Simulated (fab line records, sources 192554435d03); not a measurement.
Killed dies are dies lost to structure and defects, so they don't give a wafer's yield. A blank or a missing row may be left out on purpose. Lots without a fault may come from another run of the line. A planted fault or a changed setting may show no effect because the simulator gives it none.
A struck lot beside a sound one | flow n5_finfet | 16 steps out of a route of 1938
Sound: wafers L603.4, L603.5, L603.6. Struck: wafers L599.3, L599.6. (L599.5 of the same lot was not struck and is left out.) The cause comes at the end.
At each step with rows: each side's tool, then ch and its chambers, then its first start. Under that, the readings that differ: sound wafers | struck wafers | difference of the means | sigmas: that difference in standard deviations of wafers without a fault.
alike: readings whose means differ by less than 2 such deviations, and words and numbers that are the same on both sides. not compared: withheld readings, readings that some wafer has no value for, bounds like >300 that may hide the same value, and numbers for which the record gives no deviation and whose values overlap.
The two part at a step that has a row with sigmas, a row that says differs or no value, or rows on one side only. Numbers that don't overlap but have no deviation are shown without sigmas and don't part them. A reading that every wafer of one side lacks parts them only if that side has two wafers or more.

first, 9 steps without rows for these wafers: N5_BEOL_M4_COAT_05 (resist thk 30 nm); N5_BEOL_M4_EBR_07; N5_BEOL_M4_SOFTBAKE_06 (time 60 s); N5_BEOL_M4_EXPOSE_08 (exposes mask M4); N5_BEOL_M4_PEB_09 (peb time 60 s); N5_BEOL_M4_DEVELOP_10 (develop time 30 s); N5_BEOL_M4_DESCUM_16 (chemistry O2, time 7 s); N5_BEOL_M4_ETCH_74 (etches underlayer in N2/H2, target depth 6.5 nm, time 5.2 s); N5_BEOL_M4_ETCH_63 (etches SiARC in CF4, target depth 15.6 nm, time 26 s).
N5_BEOL_M4_ETCH_64: etches SOC in N2/H2, target depth 75 nm, overetch 22.5 nm, time 121.9 s.
  sound on rie_diel-03 ch 1,2,3, day 13 07:13; struck on rie_diel-03 ch 2,3, day 9 10:46
  reading                                    | sound          | struck  | difference | sigmas
  model.SiARC_of_BEOL_M4_COAT_62.thk_nm (nm) | 6.6 6.2 6.6    | 5.8 5.4 | -0.9       |
  model.BEOL_M4.cd_offset_nm (nm)            | -0.4 -0.4 -0.2 | 0.4 0.2 | +0.6       |
  alike: bias_w, drypump_motor_current_A, oes_product_au, rf_fwd_power_W, rf_vpp_V, showerhead_plenum_p_Torr, temp_c, throttle_valve_pct
  not compared: rf_hours_counter_h
then, 3 steps without rows for these wafers: N5_BEOL_M4_STRIP_65 (strips in N2/H2); N5_BEOL_M4_STRIP_75 (strips in N2/H2); N5_BEOL_M4_STRIP_66 (strips in CF4).
N5_BEOL_M4_HM_OPEN_17: chemistry Cl2/BCl3, target TiN, target depth 20 nm, overetch 6 nm.
  sound on rie_metal-03 ch 0,1, day 13 07:25; struck on rie_metal-01 ch 0, day 9 10:59
  reading                         | sound             | struck      | difference | sigmas
  oes_product_au (a.u.)           | 0.70 0.79 0.71    | 0.50 0.50   | -0.23      | -3
  throttle_valve_pct (%)          | 22.16 22.00 22.18 | 22.63 22.65 | +0.53      | +2
  model.etch.depth_nm (nm)        | 20.39 20.35 20.28 | 18.45 18.5  | -1.86      |
  model.BEOL_M4.cd_offset_nm (nm) | -0.2 0 0          | 0.4 0.2     | +0.4       |
  alike: bias_w, drypump_motor_current_A, rf_fwd_power_W
  not compared: rf_hours_counter_h
then, 1 step without rows for these wafers: N5_BEOL_M4_STRIP_19 (strips in O2).
N5_BEOL_M4_RC_MEAS_101:
  sound on prober-02 ch 0, day 14 08:31; struck on prober-01 ch 0, day 9 17:13
  alike: DIBL_N, DIBL_P, IOFF_N, IOFF_P, ION_N, ION_P, SS_N, SS_P, VT_N, VT_P

WHERE THEY PART
Only at N5_BEOL_M4_HM_OPEN_17, within this record. Later steps at which nothing parts them and some readings are alike: N5_BEOL_M4_RC_MEAS_101.

WHY: what the simulator had put in
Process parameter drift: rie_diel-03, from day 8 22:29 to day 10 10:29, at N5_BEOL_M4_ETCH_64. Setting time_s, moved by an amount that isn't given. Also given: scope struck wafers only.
